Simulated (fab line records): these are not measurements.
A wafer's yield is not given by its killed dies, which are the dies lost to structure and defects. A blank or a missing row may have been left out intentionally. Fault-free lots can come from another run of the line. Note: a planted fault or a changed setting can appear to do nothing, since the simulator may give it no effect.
Split-lot study	flow n5-finfet	on a route of 1938 steps: 7 lots, 21 wafers read

## THE SPLIT ITSELF
At N5_BEOL_M1_COAT_22 (resist thk 30 nm), the setting spin-rpm was moved away from the recipe's 1500 rpm on 2 of the 21 wafers read, by -10.9% to +7.4%. The other wafers ran this setting at the recipe's value.

## FROM THE SPLIT TO THE READING: what the file shows between them, 3 steps
- N5_BEOL_M1_EBR_24
- N5_BEOL_M1_SOFTBAKE_23: time 60 s
- N5_BEOL_M1_DESCUM_33: chemistry O2, time 7 s

## THE READING
CAR-EUV_of_BEOL_M1_COAT_22.thk-nm (the simulator's own value, which no gauge read), in nm, at N5_BEOL_M1_ETCH_77 (etches underlayer in N2/H2, target depth 6.5 nm, time 5.2 s). There is no usual value for it anywhere in the file. The 19 wafers here that ran the recipe average 20.3 nm, standard deviation 0.1 nm.

wafer	tool, chamber at the split	spin-rpm as run, rpm	against the recipe	CAR-EUV_of_BEOL_M1_COAT_22.thk-nm, nm	against lot-mates on the recipe
L077.2	litho-track-03, 0	1500	recipe	20.2	-
L077.5	litho-track-03, 0	1500	recipe	20.2	-
L077.6	litho-track-03, 0	1500	recipe	20.4	-
L080.2	litho-track-03, 0	1500	recipe	20.4	-
L080.5	litho-track-03, 0	1500	recipe	20.4	-
L080.3	litho-track-03, 0	1500	recipe	20.2	-
L083.1	litho-track-01, 0	1500	recipe	20.2	-
L083.6	litho-track-01, 0	1500	recipe	20.2	-
L083.2	litho-track-01, 0	1500	recipe	20.4	-
L087.2	litho-track-03, 0	1500	recipe	20.4	-
L087.6	litho-track-03, 0	1500	recipe	20.4	-
L087.3	litho-track-03, 0	1337	-10.9%	21.8	+1.4
L088.3	litho-track-03, 0	1500	recipe	20.2	-
L088.4	litho-track-03, 0	1500	recipe	20.2	-
L088.5	litho-track-03, 0	1611	+7.4%	19.2	-1.0
L093.2	litho-track-03, 0	1500	recipe	20.4	-
L093.4	litho-track-03, 0	1500	recipe	20.2	-
L093.6	litho-track-03, 0	1500	recipe	20.2	-
L095.2	litho-track-03, 0	1500	recipe	20.4	-
L095.4	litho-track-03, 0	1500	recipe	20.4	-
L095.5	litho-track-03, 0	1500	recipe	20.4	-

FIT RESULTS
A straight line over all 21 wafers: CAR-EUV_of_BEOL_M1_COAT_22.thk-nm changes by -0.141 nm for each +1% of spin-rpm; r = -0.97; the points scatter about the line by 0.1 nm.
The same after taking each lot's own level away (the mean of its wafers on the recipe; 21 wafers): -0.131 nm for each +1%; r = -0.98; scatter 0.075 nm.
On that fit, the largest move of spin-rpm shifts the reading by 1.4 nm.
Measured against the standard deviation above, the lots' own levels, which go from 20.20 to 20.40 nm, span 2.0 times it.
So the lot-to-lot level changes the slope little: the two slopes agree.
Check: +1.47 nm against its lot-mates is what the line predicts for one of the wafers moved furthest among these (-10.9%) when that wafer is left out of the fit. It came out at +1.4 nm against them.

## THE OTHER SPLITS THESE WAFERS WENT THROUGH
Other splits were also applied to these wafers ahead of the reading. Each is held against what the fit with the lots' levels taken away leaves over:
other split on the same wafers	wafers away from the commonest value	r with CAR-EUV_of_BEOL_M1_COAT_22.thk-nm (lot level and that fit taken away)
N5_MOL_CONTACT_COAG_COAT_64 spin-rpm	9	-0.06
N5_BEOL_M0_SAQP_PEB_12 peb-time-s	9	-0.27
N5_BEOL_M0_SAQP_DEVELOP_13 develop-time-s	6	-0.10
N5_BEOL_M0_CUTY_COAT_50 spin-rpm	10	-0.33
N5_BEOL_M0_ETCH_128 source-w	8	+0.30
N5_BEOL_M0_TRENCH_ETCH_107 target-depth-a	7	-0.05

## THE WHOLE CHAIN: every reading that the file lists as answering this split, in the file's order
step	what it does	reading	change (the file's fit)	r (the file's)
N5_BEOL_M1_COAT_22	resist thk 30 nm	CAR-EUV_of_BEOL_M1_COAT_22.thk-nm (the simulator's own value, which no gauge read)	-0.148 nm for each +1% of the setting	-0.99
N5_BEOL_M1_DESCUM_33	chemistry O2, time 7 s	CAR-EUV_of_BEOL_M1_COAT_22.thk-nm (the simulator's own value, which no gauge read)	-0.143 nm for each +1% of the setting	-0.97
N5_BEOL_M1_ETCH_77	etches underlayer in N2/H2, target depth 6.5 nm, time 5.2 s	CAR-EUV_of_BEOL_M1_COAT_22.thk-nm (the simulator's own value, which no gauge read)	-0.131 nm for each +1% of the setting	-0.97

## FILE'S OWN FIT
CAR-EUV_of_BEOL_M1_COAT_22.thk-nm changes by -0.131 nm for each +1% of spin-rpm, r = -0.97.
